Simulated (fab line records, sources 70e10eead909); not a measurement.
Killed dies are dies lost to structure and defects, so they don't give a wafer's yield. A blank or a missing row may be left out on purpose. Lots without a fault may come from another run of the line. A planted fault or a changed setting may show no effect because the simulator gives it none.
fab line records | flow nand_harc
record lots=7 wafers=21 last_day=33
route steps=1302 shown THIN_TSV@1287 END@1302
lots that met no fault: from a run of the same line without faults
start_h: hours from the record's first day to the start of the lot's first wafer shown | wait_h: hours since the lot's step before | " the same as in the row above | L1.1+2: a row that stands for several wafers | - no value, or no start given | * or withheld: withheld | < > ~ a bound
route shown NAME@n: a module of which the file shows steps, and the number in the route of the first | usual: mean/standard deviation of fault-free wafers | same: alike in all rows | chamber/n: place in a boat | sites: the reading at each site | _std_site: their standard deviation | _edge_site: outer sites' mean less inner sites' | radius_mm: how far each site lies from the wafer's centre | mask NAME#n: copy n | behind: the tool/chamber that last shaped the wafer | hold: why the lot was held/for how many hours/how that ended | device: the transistor (n, p or np) that didn't switch | end of line: the same wafers' tests at the end of the route | a step without rows: its recipe alone | killed: dies lost to structure and defects at the first sort, not the wafer's yield | map: a wafer's dies, x killed, . not, _ none there
set.NAME: the setting as run; set.NAME@STEP: as run at that earlier step | model.NAME: the simulator's own value behind a step, which no gauge read
lots at some steps of the route; a table a step, a row a wafer
services: from which hour (start_h, from the record's first day; less than 0 if before it) a tool's chamber was out of use, for how many hours, and why
## steps
# step NHARC_THIN_TSV_EBR_29
# step NHARC_THIN_TSV_EXPOSE_30
# recipe na=0.55 dose_mj=11.47 mask_id=PAD
# step NHARC_THIN_TSV_PEB_31
# recipe peb_temp_c=118 peb_time_s=85
# step NHARC_THIN_TSV_DEVELOP_32
# recipe time_s=70
# step NHARC_THIN_TSV_CD_MEAS_33
# recipe target_cd_nm=5000 landing_energy_ev=500
# usual cd_nm=4999.7/2.2
# same landing_energy_ev=500
# columns lot.wafer tool chamber start_h wait_h cd_nm
L376.3 cd_sem-03 0 562.57 - 5002.2
L376.4 " 0 " " 4999.1
L376.6 " 0 " " 5000.1
L391.1 cd_sem-01 0 757.46 - 5000.7
L391.3 " 0 " " 5002.7
L391.4 " 0 " " 4999.7
L392.1 cd_sem-02 0 758.68 - 4997.9
L392.3 " 0 " " 4998.1
L392.5 " 0 " " 4999.9
L396.1 cd_sem-02 0 759.93 - 5000.3
L396.3 " 0 " " 5002.1
L396.4 " 0 " " 5003.4
L394.2 cd_sem-01 0 762.25 - 5001.2
L394.3 " 0 " " 4999.7
L394.5 " 0 " " 4999.0
L395.2 cd_sem-03 0 763.54 - 5000.1
L395.3 " 0 " " 5002.1
L395.6 " 0 " " 5001.5
L397.2 cd_sem-01 0 780.92 - 5002.0
L397.5 " 0 " " 5000.7
L397.6 " 0 " " 4998.7
# step NHARC_THIN_TSV_HARDBAKE_34
# recipe temp_c=125 time_s=80
# step NHARC_THIN_TSV_DESCUM_35
# recipe time_s=3 o2_flow_sccm=200 ar_flow_sccm=0 bias_power_w=0 chemistry=O2
# usual drypump_motor_current_A=5.8/0.64 o2_flow_sccm=199.9/0.55 oes_product_au=0.997/0.0082 rf_vpp_V=57.9/0.84 showerhead_plenum_p_Torr=1.92/0.076 throttle_valve_pct=11.310/0.009
# columns lot.wafer tool chamber start_h wait_h drypump_motor_current_A o2_flow_sccm oes_product_au rf_hours_counter_h rf_vpp_V showerhead_plenum_p_Torr throttle_valve_pct
L376.4 rie_diel-10 1 562.76 - 6.5 200.0 0.990 7.1 56.7 1.86 11.310
L376.3 " 2 " " 6.1 200.2 0.998 6.9 58.9 1.88 11.305
L376.6 " 0 " " 6.7 199.8 1.004 - 57.8 1.93 11.284
L391.1 rie_diel-10 3 757.63 - 6.2 200.1 1.004 9.3 58.2 1.96 11.319
L391.4 " 0 " " 6.7 200.1 1.005 10.5 57.2 1.93 11.308
L391.3 " 1 " " 6.4 200.7 1.000 9.5 58.7 1.86 11.321
L392.3 rie_diel-11 3 758.85 - 6.4 200.7 0.995 6.6 56.8 1.91 11.308
L392.1 " 1 " " 5.8 201.2 0.993 7.4 57.5 1.82 11.314
L392.5 " 2 " " 5.5 199.2 0.991 - 58.0 1.87 11.310
L396.3 rie_diel-11 3 760.09 - 6.4 199.8 0.995 6.7 59.2 1.92 11.299
L396.1 " 1 " " 5.9 199.3 0.985 7.5 59.3 1.82 11.324
L396.4 " 2 " " 5.5 200.3 0.992 7.3 57.0 1.87 11.292
L394.2 rie_diel-10 3 762.42 - 6.2 199.7 1.009 9.8 58.0 1.96 11.297
L394.3 " 0 " " 6.7 200.5 0.999 11.0 57.9 1.93 11.313
L394.5 " 2 " " 6.1 198.9 0.991 - 57.5 1.87 11.315
L395.2 rie_diel-11 1 763.70 - 5.9 200.4 0.982 7.9 57.5 1.82 11.299
L395.3 " 3 " " 6.4 199.9 1.000 6.9 58.2 1.92 11.309
L395.6 " 2 " " 5.4 199.9 0.990 - 57.3 1.87 11.310
L397.2 rie_diel-11 0 781.09 - 6.7 199.6 1.000 7.7 57.8 2.04 11.321
L397.6 " 3 " " 6.4 199.6 0.989 - 58.2 1.91 11.310
L397.5 " 0 " " 6.6 200.3 0.998 - 57.9 2.04 11.310
# step NHARC_THIN_TSV_ETCH_59
# recipe target_depth_a=8800 icp_w=900 bias_w=100 Cl2_flow_sccm=60 bcl3_flow_sccm=30 time_s=138.1 chemistry=Cl2/BCl3
# usual bcl3_flow_sccm=30.00/0.088 drypump_motor_current_A=5.9/0.48 oes_product_au=1.007/0.0089 throttle_valve_pct=22.264/0.0081
# columns lot.wafer tool chamber start_h wait_h bcl3_flow_sccm drypump_motor_current_A oes_product_au rf_hours_counter_h throttle_valve_pct
L376.3 rie_metal-01 1 562.94 0.2 30.00 6.6 1.010 - 22.260
L376.4 " 0 " " 29.94 6.2 1.005 - 22.261
L376.6 " 1 " " 30.01 6.6 1.016 - 22.270
L391.1 rie_metal-02 0 757.75 0.1 29.96 5.9 0.995 1.7 22.275
L391.4 " 0 " " 29.90 5.9 0.998 - 22.266
L391.3 " 1 " " 30.04 5.1 1.016 - 22.271
L392.1 rie_metal-03 1 758.96 0.1 29.90 6.1 0.998 0.8 22.268
L392.3 " 0 " " 30.17 5.8 0.985 - 22.269
L392.5 " 0 " " 30.08 5.8 0.991 - 22.259
L396.1 rie_metal-02 0 760.26 0.1 29.94 6.0 1.002 2.0 22.264
L396.3 " 1 " " 29.96 5.0 1.016 - 22.260
L396.4 " 0 " " 29.99 5.9 1.003 - 22.263
L394.2 rie_metal-01 1 762.57 0.1 30.06 6.6 1.010 0.0 22.256
L394.3 " 1 " " 29.98 6.5 1.004 - 22.273
L394.5 " 0 " " 30.01 6.2 1.000 - 22.258
L395.2 rie_metal-03 0 763.83 0.1 30.11 5.8 0.994 1.0 22.250
L395.3 " 1 " " 29.98 6.1 0.998 - 22.263
L395.6 " 0 " " 29.95 5.8 0.990 - 22.257
L397.2 rie_metal-01 1 781.24 0.1 30.10 6.6 1.003 0.5 22.278
L397.6 " 0 " " 29.96 6.2 0.996 - 22.265
L397.5 " 1 " " 30.02 6.5 1.007 - 22.260
# step NHARC_THIN_TSV_ETCH_36
# recipe target_depth_a=650 over_etch_frac=0.3 time_s=18.571 ion_energy_ev=150 chemistry=Cl2/BCl3
# usual drypump_motor_current_A=5.9/0.48 oes_product_au=1.006/0.0091
# columns lot.wafer tool chamber start_h wait_h drypump_motor_current_A oes_product_au rf_hours_counter_h
L376.4 rie_metal-01 1 563.14 0.1 6.5 1.021 -
L376.3 " 0 " " 6.2 0.997 -
L376.6 " 0 " " 6.2 1.001 -
L391.1 rie_metal-02 0 758.02 0.2 5.9 1.004 1.8
L391.3 " 1 " " 5.1 1.008 -
L391.4 " 0 " " 5.9 1.004 -
L392.1 rie_metal-03 0 759.23 0.2 5.8 0.990 1.0
L392.3 " 1 " " 6.2 0.993 -
L392.5 " 1 " " 6.2 0.997 -
L396.1 rie_metal-02 1 760.48 0.2 5.0 1.008 2.1
L396.4 " 0 " " 5.9 1.017 -
L396.3 " 1 " " 5.0 1.016 -
L394.2 rie_metal-01 0 762.79 0.2 6.2 0.997 0.2
L394.3 " 1 " " 6.5 0.995 -
L394.5 " 1 " " 6.5 1.002 -
L395.2 rie_metal-03 1 764.09 0.2 6.2 0.994 1.2
L395.3 " 1 " " 6.1 1.009 -
L395.6 " 0 " " 5.8 0.987 -
L397.2 rie_metal-01 1 781.47 0.2 6.6 1.013 0.6
L397.6 " 0 " " 6.1 1.002 -
L397.5 " 1 " " 6.6 1.012 -
# step NHARC_THIN_TSV_STRIP_56
# recipe power_w=1500 temp_c=250 chemistry=O2
# usual drypump_motor_current_A=6.0/0.41 heater_power_w=340/24
# columns lot.wafer tool chamber start_h wait_h drypump_motor_current_A heater_power_w rf_hours_counter_h
L376.3 plasma_asher-02 0 563.33 0.2 5.9 308 -
L376.4 " 1 " " 6.2 343 -
L376.6 " 1 " " 6.3 362 -
L391.1 plasma_asher-02 0 758.11 0.1 5.9 294 29
L391.3 " 0 " " 5.9 306 -
L391.4 " 1 " " 6.2 350 -
L392.1 plasma_asher-01 1 759.37 0.1 5.3 353 10
L392.3 " 0 " " 6.3 355 -
L392.5 " 0 " " 6.3 350 -
L396.1 plasma_asher-01 0 760.62 0.1 6.4 367 10
L396.4 " 1 " " 5.3 365 -
L396.3 " 0 " " 6.4 364 -
L394.2 plasma_asher-02 0 762.94 0.1 6.0 293 31
L394.3 " 1 " " 6.3 357 -
L394.5 " 1 " " 6.3 351 -
L395.2 plasma_asher-01 1 764.23 0.1 5.3 354 11
L395.3 " 0 " " 6.3 360 -
L395.6 " 1 " " 5.3 359 -
L397.2 plasma_asher-01 1 781.61 0.1 5.3 360 16
L397.5 " 0 " " 6.4 344 -
L397.6 " 1 " " 5.3 346 -
# step NHARC_THIN_TSV_STRIP_57
# recipe time_s=1200 temp_c=72.5 chemistry=post_etch_residue_remover
# step NHARC_THIN_TSV_CD_MEAS_37
# usual cd_nm=4999/3.1
# columns lot.wafer tool chamber start_h wait_h cd_nm
L376.3 cd_sem-01 - 564.05 - 4997
L376.4 " - " " 4998
L376.6 " - " " 4997
L391.1 cd_sem-01 - 758.91 - 4997
L391.3 " - " " 4998
L391.4 " - " " 5000
L392.1 cd_sem-01 - 760.12 - 4999
L392.3 " - " " 4997
L392.5 " - " " 4998
L396.1 cd_sem-01 - 761.38 - 4999
L396.3 " - " " 5002
L396.4 " - " " 5001
L394.2 cd_sem-01 - 763.68 - 4995
L394.3 " - " " 4996
L394.5 " - " " 4996
L395.2 cd_sem-02 - 764.98 - 4999
L395.3 " - " " 5004
L395.6 " - " " 5003
L397.2 cd_sem-01 - 782.36 - 5001
L397.5 " - " " 5002
L397.6 " - " " 4996
# step NHARC_THIN_TSV_ANNEAL_58
# recipe temp_c=400 time_s=1800
# usual run_length_s=1833/8.3 spike_tc_bottom_C=423.1/3 spike_tc_upper_C=399.0/1.2 zone_power_bottom_pct=5.81/0.22
# columns lot.wafer tool chamber start_h wait_h run_length_s spike_tc_bottom_C spike_tc_upper_C zone_power_bottom_pct
L376.3 furnace-02 0 565.94 1.9 1837 420.5 402.1 6.09
L376.4 " 0 " " 1837 419.9 399.8 6.15
L376.6 " 0 " " 1837 420.3 398.9 6.04
L391.1 furnace-07 - 762.11 3.2 - - - -
L391.3 " - " " - - - -
L391.4 " - " " - - - -
L392.1 furnace-07 - 762.11 2.0 - - - -
L392.3 " - " " - - - -
L392.5 " - " " - - - -
L396.1 furnace-07 0 762.11 0.7 1821 428.3 398.0 5.62
L396.3 " 0 " " 1821 427.7 399.2 5.68
L396.4 " 0 " " 1821 426.0 398.3 5.59
L394.2 furnace-06 - 766.75 3.1 - - - -
L394.3 " - " " - - - -
L394.5 " - " " - - - -
L395.2 furnace-06 0 766.75 1.8 1830 423.9 397.1 5.53
L395.3 " 0 " " 1830 422.7 397.2 5.60
L395.6 " 0 " " 1830 424.3 399.2 5.69
L397.2 furnace-02 0 785.57 3.2 1851 418.8 400.2 6.04
L397.5 " 0 " " 1851 420.6 399.6 6.15
L397.6 " 0 " " 1851 418.1 396.6 6.08
# step NHARC_THIN_TSV_INSPECT_40
# usual raw_defect_count=552/96
# columns lot.wafer tool chamber start_h wait_h raw_defect_count
L376.3 defect_inspect-01 - 567.39 0.4 486
L376.4 " - " " 480
L376.6 " - " " 598
L391.1 defect_inspect-01 - 763.54 0.4 638
L391.3 " - " " 544
L391.4 " - " " 612
L392.1 defect_inspect-02 - 763.54 0.4 430
L392.3 " - " " 411
L392.5 " - " " 634
L396.1 defect_inspect-01 - 763.55 0.4 445
L396.3 " - " " 417
L396.4 " - " " 483
L394.2 defect_inspect-01 - 768.21 0.4 414
L394.3 " - " " 480
L394.5 " - " " 435
L395.2 defect_inspect-02 - 768.21 0.4 503
L395.3 " - " " 573
L395.6 " - " " 539
L397.2 defect_inspect-01 - 786.99 0.4 613
L397.5 " - " " 686
L397.6 " - " " 617
# step NHARC_END_SORT_01
# recipe temp_c=25
# usual defect_limited_yield=91/3.5 killed_at_array=59/24 killed_at_other=0.7/1.2 killed_at_periphery=3.5/2.6 killed_dies=63/24 killed_open=3.2/2.1 killed_short=2.4/1.5
# same gross_dies=677
# columns lot.wafer tool chamber start_h wait_h defect_limited_yield[%] killed_at_array killed_at_other killed_at_periphery killed_dies killed_open killed_short
L376.3 prober-02 0 572.09 3.1 88 67 1 12 80 3 3
L376.4 prober-02 0 572.90 3.4 90 55 1 9 65 0 2
L376.6 prober-02 0 574.52 4.0 90 56 2 9 67 0 2
L392.1 prober-01 0 766.59 2.5 92 51 2 3 56 2 2
L392.3 prober-01 0 768.18 3.1 94 35 0 3 38 2 3
L392.5 prober-01 0 769.77 3.7 94 36 0 5 41 3 4
L391.1 prober-02 0 766.60 2.5 89 71 0 1 72 0 2
L391.3 prober-02 0 768.20 3.1 88 75 0 4 79 5 1
L391.4 prober-02 0 769.00 3.4 88 75 0 8 83 4 3
L396.1 prober-01 0 774.36 2.5 97 21 0 1 22 4 3
L396.3 prober-01 0 775.99 3.1 96 24 0 0 24 2 1
L396.4 prober-01 0 776.80 3.4 97 14 1 5 20 6 2
L395.2 prober-02 0 775.20 2.8 88 74 0 4 78 1 0
L395.3 prober-02 0 776.01 3.1 87 84 0 4 88 8 4
L395.6 prober-02 0 778.42 4.0 90 67 0 1 68 2 3
L394.2 prober-02 0 783.03 2.8 92 37 6 8 51 1 4
L394.3 prober-02 0 783.83 3.1 92 42 2 8 52 4 1
L394.5 prober-02 0 785.42 3.7 93 38 3 5 46 0 1
L397.2 prober-01 0 790.91 2.8 89 69 0 3 72 1 5
L397.5 prober-01 0 793.29 3.7 91 59 1 4 64 1 2
L397.6 prober-01 0 794.08 4.0 89 66 0 8 74 2 2
# killed by level:class
L376.3 A_CHANNEL_HOLE_D1:chamber_film_flake=35 A_WL_FILL:chamber_film_flake=9 A_CHANNEL_HOLE_D2:chamber_film_flake=6 P_GATE:chamber_film_flake=5 P_CONTACT:chamber_film_flake=4 A_CONTACT:chamber_film_flake=4 A_SGD_CUT:chamber_film_flake=3 A_WL_FILL:geometric_particle:short=2
L376.4 A_CHANNEL_HOLE_D1:chamber_film_flake=30 A_CHANNEL_HOLE_D2:chamber_film_flake=8 P_GATE:chamber_film_flake=5 A_WL_FILL:chamber_film_flake=4 A_CONTACT:unspecified=3 A_SGD_CUT:chamber_film_flake=3 A_WL_FILL:geometric_particle:short=2 P_CONTACT:chamber_film_flake=2
L376.6 A_CHANNEL_HOLE_D1:chamber_film_flake=34 A_CHANNEL_HOLE_D2:chamber_film_flake=9 P_CONTACT:chamber_film_flake=5 A_WL_FILL:chamber_film_flake=5 P_GATE:chamber_film_flake=3 A_STAIRCASE:chamber_film_flake=2 A_CONTACT:unspecified=2 THIN_TSV:chamber_film_flake=2
L392.1 A_CHANNEL_HOLE_D1:chamber_film_flake=16 A_STAIRCASE:chamber_film_flake=10 A_SLIT:chamber_film_flake=9 A_SGD_CUT:chamber_film_flake=5 A_WL_FILL:chamber_film_flake=3 A_CHANNEL_FILL_D1:chamber_film_flake=2 A_CONTACT:chamber_film_flake=2 THIN_TSV:chamber_film_flake=2
L391.1 A_CHANNEL_HOLE_D1:chamber_film_flake=35 A_CHANNEL_HOLE_D2:chamber_film_flake=21 A_CONTACT:chamber_film_flake=9 A_SLIT:chamber_film_flake=3 A_ONON_D1:geometric_particle:short=1 A_ONON_D2:geometric_particle:short=1 P_ZERO_WELL:chamber_film_flake=1 A_STAIRCASE:chamber_film_flake=1
L392.3 A_STAIRCASE:chamber_film_flake=9 A_CHANNEL_HOLE_D1:chamber_film_flake=9 A_SGD_CUT:chamber_film_flake=4 A_SLIT:chamber_film_flake=4 A_CHANNEL_FILL_D2:chamber_film_flake=2 P_M1:geometric_particle:short=1 A_ONON_D1:geometric_particle:short=1 A_CHANNEL_FILL_D1:geometric_particle:open=1
L391.3 A_CHANNEL_HOLE_D1:chamber_film_flake=38 A_CHANNEL_HOLE_D2:chamber_film_flake=23 A_CONTACT:chamber_film_flake=6 A_SLIT:chamber_film_flake=3 A_BLC:geometric_particle:open=2 P_GATE:chamber_film_flake=2 P_CONTACT:geometric_particle:open=1 A_ONON_D2:geometric_particle:open=1
L391.4 A_CHANNEL_HOLE_D1:chamber_film_flake=32 A_CHANNEL_HOLE_D2:chamber_film_flake=24 A_CONTACT:chamber_film_flake=12 A_DECK1_JOINT:geometric_particle:short=2 P_STI:chamber_film_flake=2 P_GATE:chamber_film_flake=2 A_SLIT:chamber_film_flake=2 P_GATE:geometric_particle:open=1
L392.5 A_CHANNEL_HOLE_D1:chamber_film_flake=13 A_STAIRCASE:chamber_film_flake=6 A_SGD_CUT:chamber_film_flake=4 A_SLIT:chamber_film_flake=3 P_GATE:geometric_particle:open=1 P_CONTACT:geometric_particle:open=1 A_CHANNEL_FILL_D1:geometric_particle:short=1 A_DECK1_JOINT:geometric_particle:short=1
L396.1 A_SLIT:chamber_film_flake=4 A_CHANNEL_HOLE_D1:unspecified=3 A_CONTACT:chamber_film_flake=3 A_BLC:geometric_particle:open=2 P_M0:geometric_particle:short=1 A_CHANNEL_HOLE_D1:geometric_particle:open=1 A_CHANNEL_HOLE_D1:geometric_particle:short=1 A_CHANNEL_FILL_D2:geometric_particle:open=1
L395.2 A_SLIT:chamber_film_flake=28 A_CHANNEL_HOLE_D2:chamber_film_flake=21 A_CHANNEL_HOLE_D1:chamber_film_flake=13 A_STAIRCASE:chamber_film_flake=5 P_GATE:chamber_film_flake=4 A_CONTACT:chamber_film_flake=3 A_M0:geometric_particle:open=1 A_ZERO_WELL:chamber_film_flake=1
L396.3 A_SLIT:chamber_film_flake=10 A_CONTACT:chamber_film_flake=3 A_M1:chamber_film_flake=3 A_CHANNEL_HOLE_D1:chamber_film_flake=2 A_CHANNEL_FILL_D1:geometric_particle:short=1 A_WL_FILL:geometric_particle:open=1 A_CONTACT:geometric_particle:open=1 A_ZERO_WELL:chamber_film_flake=1
L395.3 A_SLIT:chamber_film_flake=29 A_CHANNEL_HOLE_D2:chamber_film_flake=23 A_CHANNEL_HOLE_D1:chamber_film_flake=10 A_STAIRCASE:chamber_film_flake=8 A_CONTACT:chamber_film_flake=4 A_CHANNEL_FILL_D2:geometric_particle:short=2 P_STI:geometric_particle:open=1 P_CONTACT:geometric_particle:open=1
L396.4 P_STI:chamber_film_flake=2 A_CHANNEL_HOLE_D1:chamber_film_flake=2 A_STAIRCASE:chamber_film_flake=2 A_SLIT:chamber_film_flake=2 P_CONTACT:geometric_particle:open=1 P_M0:geometric_particle:open=1 P_M0:geometric_particle:short=1 A_CHANNEL_FILL_D1:geometric_particle:open=1
L395.6 A_SLIT:chamber_film_flake=23 A_CHANNEL_HOLE_D2:chamber_film_flake=20 A_CHANNEL_HOLE_D1:chamber_film_flake=8 A_STAIRCASE:chamber_film_flake=6 A_ZERO_WELL:chamber_film_flake=2 A_WL_FILL:chamber_film_flake=2 P_M2:geometric_particle:short=1 A_CHANNEL_FILL_D1:geometric_particle:short=1
L394.2 A_CHANNEL_HOLE_D1:chamber_film_flake=16 A_CONTACT:chamber_film_flake=8 THIN_TSV:chamber_film_flake=5 P_ZERO_WELL:chamber_film_flake=4 A_SLIT:chamber_film_flake=4 P_M1:chamber_film_flake=3 A_STAIRCASE:chamber_film_flake=3 A_CHANNEL_FILL_D2:geometric_particle:short=2
L394.3 A_CHANNEL_HOLE_D1:chamber_film_flake=15 A_SLIT:chamber_film_flake=10 A_CONTACT:chamber_film_flake=8 A_STAIRCASE:chamber_film_flake=6 A_M1:geometric_particle:open=2 P_ZERO_WELL:chamber_film_flake=2 P_GATE:chamber_film_flake=2 P_M0:geometric_particle:open=1
L394.5 A_CHANNEL_HOLE_D1:chamber_film_flake=12 A_CONTACT:chamber_film_flake=9 A_SLIT:chamber_film_flake=7 P_GATE:chamber_film_flake=3 A_DECK1_JOINT:chamber_film_flake=3 A_STAIRCASE:chamber_film_flake=3 THIN_TSV:chamber_film_flake=3 A_BONDPAD:chamber_film_flake=2
L397.2 A_SLIT:chamber_film_flake=23 A_CHANNEL_HOLE_D2:chamber_film_flake=21 A_CHANNEL_HOLE_D1:chamber_film_flake=12 A_CONTACT:chamber_film_flake=6 A_WL_FILL:geometric_particle:short=2 P_GATE:geometric_particle:short=1 A_CHANNEL_HOLE_D2:geometric_particle:short=1 A_CHANNEL_FILL_D2:geometric_particle:short=1
L397.5 A_CHANNEL_HOLE_D1:chamber_film_flake=18 A_SLIT:chamber_film_flake=18 A_CHANNEL_HOLE_D2:chamber_film_flake=18 P_STI:chamber_film_flake=3 A_CONTACT:chamber_film_flake=2 P_CONTACT:geometric_particle:short=1 A_ONON_D1:geometric_particle:open=1 A_WL_FILL:geometric_particle:short=1
L397.6 A_CHANNEL_HOLE_D2:chamber_film_flake=22 A_SLIT:chamber_film_flake=19 A_CHANNEL_HOLE_D1:chamber_film_flake=14 A_CONTACT:chamber_film_flake=5 P_STI:chamber_film_flake=4 A_ONON_D1:geometric_particle:short=2 P_ZERO_WELL:chamber_film_flake=2 A_CHANNEL_FILL_D2:chamber_film_flake=2
## services
# columns tool chamber start_h hours kind
furnace-02 - 567.03 26.0 pm
rie_metal-01 - 575.00 9.0 pm
rie_metal-01 0 575.00 9.0 vent_cycle
rie_metal-03 - 587.40 0.3 repair
rie_diel-10 - 596.54 9.0 pm
rie_metal-03 - 599.57 1.9 repair
plasma_asher-02 - 603.24 9.0 pm
rie_diel-11 1 606.28 1.9 repair
rie_diel-11 - 609.50 9.0 pm
rie_metal-03 0 623.49 12.6 repair
rie_metal-02 - 631.00 9.0 pm
rie_diel-10 0 636.92 3.0 repair
rie_metal-02 - 641.82 0.5 repair
furnace-06 - 656.00 26.0 pm
rie_diel-11 0 680.00 9.6 repair
rie_metal-03 0 681.65 10.5 repair
plasma_asher-01 - 696.00 9.0 pm
rie_metal-03 - 696.13 9.0 pm
rie_diel-11 - 738.50 0.1 repair
rie_metal-03 - 750.48 0.4 repair
rie_metal-01 - 752.00 9.0 pm
furnace-07 - 769.55 7.8 repair
rie_diel-10 - 773.54 9.0 pm
plasma_asher-02 - 780.24 9.0 pm
## key
first_sign step=NHARC_THIN_TSV_ANNEAL_58 reading=tool_record direction=missing
effect none on later readings
met_at NHARC_THIN_TSV_ANNEAL_58
struck_wafers L391.1,L391.3,L391.4,L392.1,L392.3,L392.5,L394.2,L394.3,L394.5
fault kind=skipped_step_whole tool=furnace-06,furnace-07 chamber=- onset_h=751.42 steps=NHARC_THIN_TSV_ANNEAL_58 scope=struck_lots_only
